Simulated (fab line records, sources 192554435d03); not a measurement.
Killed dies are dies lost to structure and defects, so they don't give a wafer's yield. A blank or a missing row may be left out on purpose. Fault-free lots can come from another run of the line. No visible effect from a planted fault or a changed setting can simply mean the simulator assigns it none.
Which tool did it? | flow n5_finfet | Sampling: 10 lots, 29 wafers, 5 of 1938 route steps

== WHAT THE GAUGES SHOWED, per wafer ==
No reading from a measuring or inspecting step in the record can be judged against a usual standard deviation.

== WHAT TOOL EACH LOT RAN ON (gives the tool, then ch and the chambers of the sampled wafers, and finally the start) ==
lot  | N5_BEOL_M5_PRE_CLEAN_45      | N5_BEOL_M15_STRIP_64                          | N5_MIM_BOT_LITHO_DESCUM_10         | N5_PASSIVATION_STRIP_34            | N5_PASSIVATION_PROBE_49
L814 | pvd_sputter-01, day 8 18:18  | rie_diel-03 ch 0,1,3, day 12 18:10 or earlier | rie_diel-06 ch 0,1,3, day 12 18:10 | rie_diel-06 ch 0,1, day 13 00:58   | -
L820 | pvd_sputter-02, day 10 00:49 | rie_diel-05 ch 0,1,2, day 13 23:58 or earlier | rie_diel-02 ch 0,1,2, day 13 23:58 | rie_diel-06 ch 0,2,3, day 14 06:23 | -
L818 | pvd_sputter-02, day 10 06:24 | rie_diel-05 ch 0,3, day 14 04:17 or earlier   | rie_diel-02 ch 0,3, day 14 04:17   | rie_diel-04 ch 0,1, day 14 08:32   | -
L816 | pvd_sputter-03, day 10 06:58 | rie_diel-03 ch 2,3, day 14 04:22 or earlier   | rie_diel-04 ch 1, day 14 04:22     | rie_diel-04 ch 2,3, day 14 08:52   | -
L821 | pvd_sputter-02, day 10 13:19 | rie_diel-03 ch 0,1,2, day 14 08:36 or earlier | rie_diel-02 ch 0,2,3, day 14 08:36 | rie_diel-06 ch 0,2,3, day 14 15:49 | -
L822 | pvd_sputter-02, day 10 14:29 | rie_diel-05 ch 0,2,3, day 14 15:51 or earlier | rie_diel-06 ch 0,1,3, day 14 15:51 | rie_diel-04 ch 0,3, day 14 19:56   | -
L823 | pvd_sputter-02, day 10 23:20 | rie_diel-01 ch 0,1, day 14 15:52 or earlier   | rie_diel-02 ch 0,1, day 14 15:52   | rie_diel-02 ch 0,2, day 14 23:50   | prober-02, day 15 04:17
L824 | pvd_sputter-02, day 11 10:15 | rie_diel-01 ch 2,3, day 15 00:41 or earlier   | rie_diel-02 ch 0,1, day 15 00:41   | rie_diel-04 ch 0,2,3, day 15 07:38 | prober-01, day 15 11:55
L833 | pvd_sputter-01, day 13 10:03 | rie_diel-05 ch 0,1, day 17 01:29 or earlier   | rie_diel-02 ch 0,1, day 17 01:29   | rie_diel-04 ch 0,1,2, day 17 08:11 | -
L836 | pvd_sputter-03, day 14 07:56 | rie_diel-05 ch 2,3, day 18 04:38 or earlier   | rie_diel-06 ch 0,2,3, day 18 04:38 | rie_diel-02 ch 0,3, day 18 09:40   | -
- N5_BEOL_M5_PRE_CLEAN_45: time 30 s.
- N5_BEOL_M15_STRIP_64: strips in O2.
- N5_MIM_BOT_LITHO_DESCUM_10: chemistry O2, time 7.9 s.
- N5_PASSIVATION_STRIP_34: strips in O2.
- N5_PASSIVATION_PROBE_49

== WHAT THE TOOLS THEMSELVES READ (means of the sampled wafers that have a number; where no wafer has one, the mark that the record gives instead) ==
N5_BEOL_M5_PRE_CLEAN_45. Usual: heater_power_w at 339 W, with a standard deviation of 37.
lot  | tool           | heater_power_w (W) | flag
L814 | pvd_sputter-01 | 334                |
L820 | pvd_sputter-02 | 364                |
L818 | pvd_sputter-02 | 375                |
L816 | pvd_sputter-03 | 330                |
L821 | pvd_sputter-02 | 342                |
L822 | pvd_sputter-02 | 341                |
L823 | pvd_sputter-02 | 375                |
L824 | pvd_sputter-02 | 367                |
L833 | pvd_sputter-01 | 327                |
L836 | pvd_sputter-03 | 352                |

N5_BEOL_M15_STRIP_64. Usual: chamber_pressure_mTorr 30.001 mTorr, standard deviation 0.027; drypump_motor_current_A 5.7 A, standard deviation 0.47; oes_product_au 0.81 a.u., standard deviation 0.093; rf_vpp_V 3.6 V, standard deviation 0.47; showerhead_plenum_p_Torr 2.08 Torr, standard deviation 0.067; throttle_valve_pct 16.61 %, standard deviation 0.24.
lot  | tool        | chamber_pressure_mTorr (mTorr) | drypump_motor_current_A (A) | oes_product_au (a.u.) | rf_vpp_V (V) | showerhead_plenum_p_Torr (Torr) | throttle_valve_pct (%) | flag
L814 | rie_diel-03 | 30.008                         | 6.4                         | 0.79                  | 3.9          | 2.13                            | 16.60                  |
L820 | rie_diel-05 | 29.996                         | 5.3                         | 0.82                  | 3.7          | 2.06                            | 16.53                  |
L818 | rie_diel-05 | 30.018                         | 5.3                         | 0.69                  | 3.5          | 2.06                            | 16.89                  |
L816 | rie_diel-03 | 29.984                         | 6.2                         | 0.80                  | 3.9          | 2.16                            | 16.57                  |
L821 | rie_diel-03 | 30.008                         | 6.2                         | 0.75                  | 4.1          | 2.08                            | 16.65                  |
L822 | rie_diel-05 | 29.998                         | 5.3                         | 0.74                  | 3.1          | 2.06                            | 16.86                  |
L823 | rie_diel-01 | 30.015                         | 5.4                         | 0.83                  | 4.0          | 2.04                            | 16.39                  |
L824 | rie_diel-01 | 30.007                         | 5.6                         | 0.83                  | 4.0          | 2.07                            | 16.55                  |
L833 | rie_diel-05 | 30.001                         | 5.4                         | 0.75                  | 3.9          | 2.04                            | 16.62                  |
L836 | rie_diel-05 | 29.991                         | 5.3                         | 0.84                  | 4.0          | 2.06                            | 16.76                  |

N5_MIM_BOT_LITHO_DESCUM_10. Usual: chamber_pressure_mTorr 19.998 mTorr, standard deviation 0.017; drypump_motor_current_A 6.1 A, standard deviation 0.44; oes_product_au 0.81 a.u., standard deviation 0.09; rf_vpp_V 242.9 V, standard deviation 1.3; showerhead_plenum_p_Torr 2.07 Torr, standard deviation 0.066; throttle_valve_pct 20.37 %, standard deviation 0.17.
lot  | tool        | chamber_pressure_mTorr (mTorr) | drypump_motor_current_A (A) | oes_product_au (a.u.) | rf_vpp_V (V) | showerhead_plenum_p_Torr (Torr) | throttle_valve_pct (%) | flag
L814 | rie_diel-06 | 19.992                         | 6.2                         | 0.75                  | 243.5        | 2.09                            | 20.36                  |
L820 | rie_diel-02 | 20.014                         | 6.0                         | 0.80                  | 242.2        | 2.05                            | 20.38                  |
L818 | rie_diel-02 | 20.006                         | 6.5                         | 0.83                  | 241.8        | 2.02                            | 20.42                  |
L816 | rie_diel-04 | 19.998                         | 5.8                         | 0.86                  | 244.2        | 2.12                            | 20.20                  |
L821 | rie_diel-02 | 19.992                         | 6.2                         | 0.83                  | 242.5        | 2.02                            | 20.34                  |
L822 | rie_diel-06 | 19.988                         | 6.2                         | 0.73                  | 243.1        | 2.09                            | 20.38                  |
L823 | rie_diel-02 | 19.989                         | 6.0                         | 0.71                  | 241.7        | 2.04                            | 20.51                  |
L824 | rie_diel-02 | 19.994                         | 6.1                         | 0.74                  | 242.4        | 2.07                            | 20.52                  |
L833 | rie_diel-02 | 20.008                         | 6.0                         | 0.89                  | 242.2        | 2.03                            | 20.38                  |
L836 | rie_diel-06 | 19.983                         | 5.9                         | 0.75                  | 242.3        | 2.10                            | 20.41                  |

N5_PASSIVATION_STRIP_34. Usual: chamber_pressure_mTorr 30.01 mTorr, standard deviation 0.075; drypump_motor_current_A 6.0 A, standard deviation 0.4; oes_product_au 0.81 a.u., standard deviation 0.081; rf_vpp_V 3.7 V, standard deviation 1.5; showerhead_plenum_p_Torr 2.10 Torr, standard deviation 0.075; throttle_valve_pct 16.58 %, standard deviation 0.19.
lot  | tool        | chamber_pressure_mTorr (mTorr) | drypump_motor_current_A (A) | oes_product_au (a.u.) | rf_vpp_V (V) | showerhead_plenum_p_Torr (Torr) | throttle_valve_pct (%) | flag
L814 | rie_diel-06 | 30.03                          | 6.0                         | 0.75                  | 3.5          | 2.05                            | 16.60                  |
L820 | rie_diel-06 | 30.01                          | 5.9                         | 0.80                  | 3.2          | 2.11                            | 16.57                  |
L818 | rie_diel-04 | 29.95                          | 5.9                         | 0.82                  | 4.5          | 2.17                            | 16.67                  |
L816 | rie_diel-04 | 30.07                          | 5.9                         | 0.83                  | 4.0          | 2.21                            | 16.39                  |
L821 | rie_diel-06 | 29.96                          | 5.9                         | 0.80                  | 4.0          | 2.11                            | 16.59                  |
L822 | rie_diel-04 | 30.00                          | 5.8                         | 0.86                  | 3.3          | 2.22                            | 16.38                  |
L823 | rie_diel-02 | 30.08                          | 5.8                         | 0.74                  | 2.6          | 2.01                            | 16.68                  |
L824 | rie_diel-04 | 29.99                          | 5.9                         | 0.82                  | 4.2          | 2.20                            | 16.55                  |
L833 | rie_diel-04 | 30.03                          | 5.9                         | 0.79                  | 3.6          | 2.16                            | 16.68                  |
L836 | rie_diel-02 | 29.95                          | 6.1                         | 0.91                  | 4.3          | 2.00                            | 16.53                  |

N5_PASSIVATION_PROBE_49. Usual: defect_limited_yield 91.5 %, standard deviation 1.4; killed_at_M0_to_M3 32, standard deviation 11; killed_at_M4_up 12, standard deviation 4.4; killed_at_contacts 13, standard deviation 6.1; killed_at_front_end 39, standard deviation 12; killed_at_other 3.9, standard deviation 3; killed_dies 100, standard deviation 17; killed_on_rim 13, standard deviation 3.9; killed_open 66, standard deviation 12; killed_short 33, standard deviation 7.4; sort_bin_5_function 5.0 %, standard deviation 0.95; sort_bin_6_memory 3.2 %, standard deviation 0.66; sort_bin_8_speed 0.0 %, standard deviation 0.33; sort_n_pass 1079, standard deviation 17; sort_yield_pct 91.4 %, standard deviation 1.5.
lot  | tool      | defect_limited_yield (%) | killed_at_M0_to_M3 | killed_at_M4_up | killed_at_contacts | killed_at_front_end | killed_at_other | killed_dies | killed_on_rim | killed_open | killed_short | sort_bin_5_function (%) | sort_bin_6_memory (%) | sort_bin_8_speed (%) | sort_n_pass | sort_yield_pct (%) | flag
L823 | prober-02 | 87.7                     | 22                 | 86              | 9                  | 26                  | 1.7             | 145         | 25            | 47          | 24           | 6.9                     | 3.7                   | 0.0                  | 1035        | 87.7               | OFF
L824 | prober-01 | 82.2                     | 55                 | 94              | 23                 | 38                  | 1.3             | 210         | 32            | 85          | 41           | 10.9                    | 4.8                   | 0.1                  | 969         | 82.2               | OFF

== THE ANSWER, worked out from the rows above alone ==
Rule: a lot is off if the mean of its wafers that have a number lies more than 3 standard deviations from the usual mean. Also off: a lot with no number at a reading for which 4 or more lots have one. Where the step has rows for the other lots, those lots are counted as sound. First the gauges in route order, then the tools' own readings, where a lot's mean is used as printed above. The first step at which some lot is off is used, and at that step the reading that is off furthest; a lot without a number counts as furthest.
Off, at N5_PASSIVATION_PROBE_49 on killed_at_M4_up: L823, L824. Neither off nor sound, because the step has no rows for them: L814, L820, L818, L816, L821, L822, L833, L836.
If a tool, at that step or one of the process steps before it, ran each lot that is off and ran no sound lot following the first of them, it fits. N5_BEOL_M15_STRIP_64 gives no start for some lots, so the hours and the order of its lots are those of N5_MIM_BOT_LITHO_DESCUM_10. Can't be told from this: 3 tools fit, pvd_sputter-02 at N5_BEOL_M5_PRE_CLEAN_45, rie_diel-01 at N5_BEOL_M15_STRIP_64, rie_diel-02 at N5_MIM_BOT_LITHO_DESCUM_10.

== WHAT HAD BEEN PUT IN BY THE SIMULATOR ==
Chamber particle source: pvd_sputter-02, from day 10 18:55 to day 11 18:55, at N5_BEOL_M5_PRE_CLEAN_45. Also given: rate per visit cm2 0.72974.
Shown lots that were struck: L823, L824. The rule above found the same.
